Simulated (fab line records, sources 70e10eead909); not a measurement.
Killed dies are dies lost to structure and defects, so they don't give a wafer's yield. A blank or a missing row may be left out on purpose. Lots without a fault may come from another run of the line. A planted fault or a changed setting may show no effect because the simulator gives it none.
Chamber matching | flow nand_harc | NHARC_A_STAIRCASE_DEP_259 on pecvd-04: 3 sister chambers
The step deposits SiON, target thk 30 nm. 22 wafers are shown with their chamber, then 11 later ones without.

WAFERS WITH THEIR CHAMBER
wafer  | chamber | heater_power_w (W)
L074.1 | 2       | 879
L074.2 | 0       | 679
L074.3 | 0       | 712
L077.4 | 0       | 809
L077.5 | 1       | 680
L077.6 | 2       | 794
L079.1 | 0       | 821
L079.4 | 0       | 826
L079.5 | 1       | 658
L080.3 | 2       | 890
L080.4 | 1       | 730
L080.5 | 2       | 881
L085.3 | 0       | 666
L085.4 | 0       | 694
L085.6 | 2       | 911
L088.2 | 0       | 778
L088.4 | 1       | 743
L088.5 | 0       | 770
L092.1 | 0       | 709
L092.2 | 2       | 808
L092.3 | 1       | 675
L092.4 | 1       | 687

SIGNATURES (means of the wafers above)
reading        | chamber 0 | chamber 1 | chamber 2 | scatter within a chamber
heater_power_w | 746.40    | 695.50    | 860.50    | 51.6
Rule: a wafer's distance from a chamber is the root of the sum, over the readings, of the square of ((its reading less the chamber's mean) divided by the reading's scatter). The wafer belongs to the nearest chamber; if the next one is less than 2 further off, it can't be placed. The scatter: the root of (the sum of the squares of (reading less its chamber's mean) over the shown wafers, divided by (wafers less chambers)).

WAFERS WITHOUT THEIR CHAMBER
wafer  | heater_power_w (W)
L092.5 | 684
L092.6 | 827
L094.2 | 658
L094.4 | 804
L094.6 | 660
L095.2 | 791
L095.4 | 760
L095.5 | 851
L096.4 | 912
L096.5 | 686
L096.6 | 714

WHICH CHAMBER EACH WENT THROUGH
wafer  | from the rows above          | in truth
L092.5 | can't be placed: 1 or 0      | 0
L092.6 | can't be placed: 2 or 0 or 1 | 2
L094.2 | can't be placed: 1 or 0      | 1
L094.4 | can't be placed: 2 or 0 or 1 | 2
L094.6 | can't be placed: 1 or 0      | 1
L095.2 | can't be placed: 0 or 2 or 1 | 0
L095.4 | can't be placed: 0 or 1 or 2 | 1
L095.5 | can't be placed: 2 or 0      | 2
L096.4 | 2                            | 2
L096.5 | can't be placed: 1 or 0      | 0
L096.6 | can't be placed: 1 or 0      | 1
Placed correctly: 1 of 11. Can't be placed from these rows: 10 (the true chamber is among the candidates in 10). Placed wrongly: 0.
